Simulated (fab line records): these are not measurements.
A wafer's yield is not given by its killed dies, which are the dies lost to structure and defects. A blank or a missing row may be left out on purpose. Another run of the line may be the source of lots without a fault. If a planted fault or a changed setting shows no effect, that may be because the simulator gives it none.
A struck lot beside a sound one ; flow nand-harc ; 41 out of 1302 route steps
Sound: these wafers, L418.1, L418.2, L418.6. Struck: wafer L431.2 (L431.3, L431.4, from the same lot, were not struck and are left out); the cause is given at the end.
Order at every step that has rows: each side's tool, ch and its chambers, its first start. Under that, the readings that differ: sound wafers ; struck wafers ; difference of the means ; sigmas: that difference in standard deviations of wafers without a fault.
alike: readings whose means differ by less than 2 such deviations, and words and numbers that are the same on both sides. not compared: withheld readings, readings that some wafer has no value for, bounds like >300 that may hide the same value, and numbers for which the record gives no deviation and whose values overlap.
The two part at a step that has a row with sigmas, a row that says differs or no value, or rows on one side only. Non-overlapping numbers with no deviation appear without sigmas and do not part them. Lack of a reading on every wafer of one side parts them only where that side has two or more wafers.

first, 1 step without rows for these wafers: NHARC_THIN_TSV_DESCUM_14 (chemistry O2, time 3 s).
NHARC_THIN_TSV_ETCH_44: etches the open film in CF4/O2, target depth 1594.2 nm, time 797.1 s.
  sound on rie-diel-05 ch 0,2,3, day 24 09:34; struck on rie-diel-10 ch 1, day 31 01:45
reading;sound;struck;difference;sigmas
rf-vpp-V (V);800 800 799;787;-13;-3
showerhead-plenum-p-Torr (Torr);1.93 1.91 1.91;1.70;-0.22;-3
  alike: drypump-motor-current-A, oes-product-au, throttle-valve-pct
  not compared: rf-hours-counter-h
then, 1 step without rows for these wafers: NHARC_THIN_TSV_ETCH_15 (target depth 3000 nm, bosch target overetch cycles 2, bosch etch step 2.8 s).
NHARC_THIN_TSV_CD_MEAS_16:
  sound on cd-sem-02, day 24 10:14; struck on cd-sem-03, day 31 02:28
  alike: cd-nm
NHARC_THIN_TSV_STRIP_45: strips in O2.
  sound on plasma-asher-02 ch 0,1, day 24 10:19; struck on plasma-asher-02 ch 1, day 31 02:35
  alike: drypump-motor-current-A, heater-power-w
  not compared: rf-hours-counter-h
then, 3 steps without rows for these wafers: NHARC_THIN_TSV_STRIP_46 (strips in post etch residue remover, time 1200 s); NHARC_THIN_TSV_DEP_47 (deposits SiO2, target thk 200 nm); NHARC_THIN_TSV_ETCHBACK_48 (etches the open film in C4F8/Ar, target depth 1028.5 nm, time 405.17 s).
NHARC_THIN_TSV_STRIP_62: strips in N2/H2, time 20 s.
  sound on plasma-asher-02 ch 0,1, day 24 11:57; struck on plasma-asher-01 ch 1, day 31 04:07
  alike: drypump-motor-current-A, heater-power-w
  not compared: rf-hours-counter-h
then, 3 steps without rows for these wafers: NHARC_THIN_TSV_DEGAS_49 (time 120 s); NHARC_THIN_TSV_PRE_CLEAN_50 (time 30 s); NHARC_THIN_TSV_PVD_19 (deposits TaN, target thk 20 nm).
NHARC_THIN_TSV_PVD_51: deposits Cu, target thk 100 nm.
  sound on pvd-sputter-03, day 24 12:23; struck on pvd-sputter-02, day 31 04:32
  alike: throttle-valve-pct
then, 16 steps without rows for these wafers: NHARC_THIN_TSV_ECD_20 (material Cu, target thk 2000 nm); NHARC_THIN_TSV_ANNEAL_52 (time 90 s); NHARC_THIN_TSV_CMP_21 (polishes, t overpolish 30 s, target thk 2000 nm); NHARC_THIN_TSV_SRD_23; NHARC_THIN_TSV_DEGAS_53 (time 60 s); NHARC_THIN_TSV_PRE_CLEAN_54 (time 30 s); NHARC_THIN_TSV_PVD_55 (deposits TiN, target thk 50 nm); NHARC_THIN_TSV_PVD_24 (deposits Al, target thk 800 nm); NHARC_THIN_TSV_DEHYDRATE_25 (time 120 s); NHARC_THIN_TSV_HMDS_26 (time 30 s); NHARC_THIN_TSV_COAT_27; NHARC_THIN_TSV_SOFTBAKE_28 (time 95 s); NHARC_THIN_TSV_EBR_29; NHARC_THIN_TSV_EXPOSE_30 (exposes mask PAD); NHARC_THIN_TSV_PEB_31 (peb time 85 s); NHARC_THIN_TSV_DEVELOP_32 (time 70 s).
NHARC_THIN_TSV_CD_MEAS_33: target cd 5000 nm.
  sound on cd-sem-02 ch 0, day 24 15:07; struck on cd-sem-02 ch 0, day 31 07:16
  alike: cd-nm
then, 1 step without rows for these wafers: NHARC_THIN_TSV_HARDBAKE_34 (time 80 s).
NHARC_THIN_TSV_DESCUM_35: chemistry O2, time 3 s.
  sound on rie-diel-05 ch 1,2, day 24 15:18; struck on rie-diel-05 ch 1, day 31 07:25
  alike: drypump-motor-current-A, oes-product-au, rf-vpp-V, showerhead-plenum-p-Torr, throttle-valve-pct
  not compared: rf-hours-counter-h
then, 2 steps without rows for these wafers: NHARC_THIN_TSV_ETCH_59 (etches the open film in Cl2/BCl3, target depth 880 nm, time 138.1 s); NHARC_THIN_TSV_ETCH_36 (etches the open film in Cl2/BCl3, target depth 65 nm, time 18.571 s).
NHARC_THIN_TSV_STRIP_56: strips in O2.
  sound on plasma-asher-01 ch 0,1, day 24 15:47; struck on plasma-asher-01 ch 0, day 31 07:55
  alike: drypump-motor-current-A, heater-power-w
  not compared: rf-hours-counter-h
then, 1 step without rows for these wafers: NHARC_THIN_TSV_STRIP_57 (strips in post etch residue remover, time 1200 s).
NHARC_THIN_TSV_CD_MEAS_37:
  sound on cd-sem-02, day 24 16:34; struck on cd-sem-01, day 31 08:43
  alike: cd-nm
then, 1 step without rows for these wafers: NHARC_THIN_TSV_ANNEAL_58 (time 1800 s).
NHARC_THIN_TSV_INSPECT_40:
  sound on defect-inspect-01, day 24 21:05; struck on defect-inspect-02, day 31 16:31
  alike: raw-defect-count
NHARC_END_WLT_00:
  the record has rows for the sound wafers here (prober-02, day 24 21:09) and none for the struck ones
NHARC_END_SORT_01:
  here the record holds rows for the struck wafers (prober-01 ch 0, day 31 20:22) but none for the sound ones

== WHERE THEY PART ==
Last at NHARC_END_SORT_01 as far as this record goes, first at NHARC_THIN_TSV_ETCH_44.

WHY: the cause the simulator had injected
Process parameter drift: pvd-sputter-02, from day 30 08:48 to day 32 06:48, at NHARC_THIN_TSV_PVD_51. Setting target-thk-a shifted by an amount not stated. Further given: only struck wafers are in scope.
